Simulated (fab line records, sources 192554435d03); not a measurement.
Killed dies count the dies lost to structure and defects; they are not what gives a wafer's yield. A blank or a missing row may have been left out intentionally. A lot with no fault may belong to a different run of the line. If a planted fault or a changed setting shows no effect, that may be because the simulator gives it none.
Matching of chambers    flow n5-finfet    4 sister chambers for N5_MOL_CONTACT_COAG_STRIP_98 on rie-diel-01
The step strips in N2/H2. 8 wafers are shown with their chamber, then 11 later ones without.

== EACH WAFER AND ITS CHAMBER ==
wafer   chamber  showerhead-plenum-p-Torr (Torr)  drypump-motor-current-A (A)
L085.4  0        3.22                             6.2
L087.2  0        3.22                             6.2
L087.5  3        3.08                             5.1
L088.2  3        3.07                             5.1
L090.2  2        3.46                             5.4
L090.4  1        3.30                             6.4
L090.6  2        3.46                             5.5
L092.1  1        3.30                             6.5

== WAFERS WITHOUT THEIR CHAMBER ==
wafer   showerhead-plenum-p-Torr (Torr)  drypump-motor-current-A (A)
L092.2  3.22                             6.2
L092.4  3.07                             5.2
L093.2  3.21                             6.2
L093.4  3.07                             5.1
L093.6  3.29                             6.5
L094.1  3.21                             6.2
L094.3  3.46                             5.4
L094.4  3.07                             5.1
L097.1  3.07                             5.1
L097.5  3.07                             5.1
L097.6  3.45                             5.4

== EACH ONE'S CHAMBER ==
wafer   from the rows above  in truth
L092.2  0                    0
L092.4  3                    3
L093.2  0                    0
L093.4  3                    3
L093.6  1                    1
L094.1  0                    0
L094.3  2                    2
L094.4  3                    3
L097.1  3                    3
L097.5  3                    3
L097.6  2                    2
Correctly placed: 11 of 11. From these rows, 0 cannot be placed. Placed wrongly: 0.
How it was worked out, from the rows above alone: a wafer's distance from a chamber is the root of the sum, over the readings, of the square of ((its reading less the chamber's mean) divided by the reading's scatter). The wafer belongs to the nearest chamber; if the next one is less than 2 further off, it can't be placed. A chamber's mean is the mean of its shown wafers. The scatter: take each reading less its chamber's mean, square it, sum over the shown wafers, divide by the number of wafers less the number of chambers, and take the root.
